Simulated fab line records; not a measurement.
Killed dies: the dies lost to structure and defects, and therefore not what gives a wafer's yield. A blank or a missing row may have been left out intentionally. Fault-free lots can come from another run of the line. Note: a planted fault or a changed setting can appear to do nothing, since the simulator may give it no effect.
Chamber matching | flow n5Finfet | 4 sister chambers for N5_BEOL_M15_CMP_49 on cmp-03
The step polishes, stops on SiO2, t overpolish 4.9 s, target thk 850 nm. 4 wafers are shown with their chamber, then 10 later ones without.

== WAFERS WITH THEIR CHAMBER ==
wafer  | chamber | motorCurrentA (A)
L084.1 | 0       | 9.1
L084.4 | 3       | 9.6
L085.3 | 1       | 8.2
L085.4 | 2       | 6.8

== WAFERS WHOSE CHAMBER IS MISSING ==
wafer  | motorCurrentA (A)
L085.5 | 9.1
L090.1 | 10.0
L090.4 | 6.8
L090.5 | 9.8
L097.1 | 9.7
L097.2 | 8.0
L097.5 | 7.3
L095.1 | 8.2
L095.4 | 7.3
L095.6 | 6.7

== WHICH CHAMBER EACH WENT THROUGH ==
wafer  | from the rows above     | in truth
L085.5 | can't be placed: 0 or 3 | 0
L090.1 | can't be placed: 3 or 0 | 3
L090.4 | 2                       | 2
L090.5 | can't be placed: 3 or 0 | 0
L097.1 | can't be placed: 3 or 0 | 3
L097.2 | 1                       | 1
L097.5 | can't be placed: 2 or 1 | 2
L095.1 | 1                       | 1
L095.4 | can't be placed: 2 or 1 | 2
L095.6 | 2                       | 2
Correct placement for 4 of the 10. Not placeable from these rows: 6 (in 6, the candidates include the true chamber). 0 placed wrongly.
How it was worked out, from the rows above alone: a wafer's distance from a chamber is the root of the sum, over the readings, of the square of ((its reading less the chamber's mean) divided by the reading's scatter). The wafer belongs to the nearest chamber; if the next one is less than 2 further off, it can't be placed. The mean given for a chamber averages the wafers shown for that chamber. The scatter: with one shown wafer a chamber, the root of the mean of the squares of how far each hidden wafer lies from its nearest shown one.
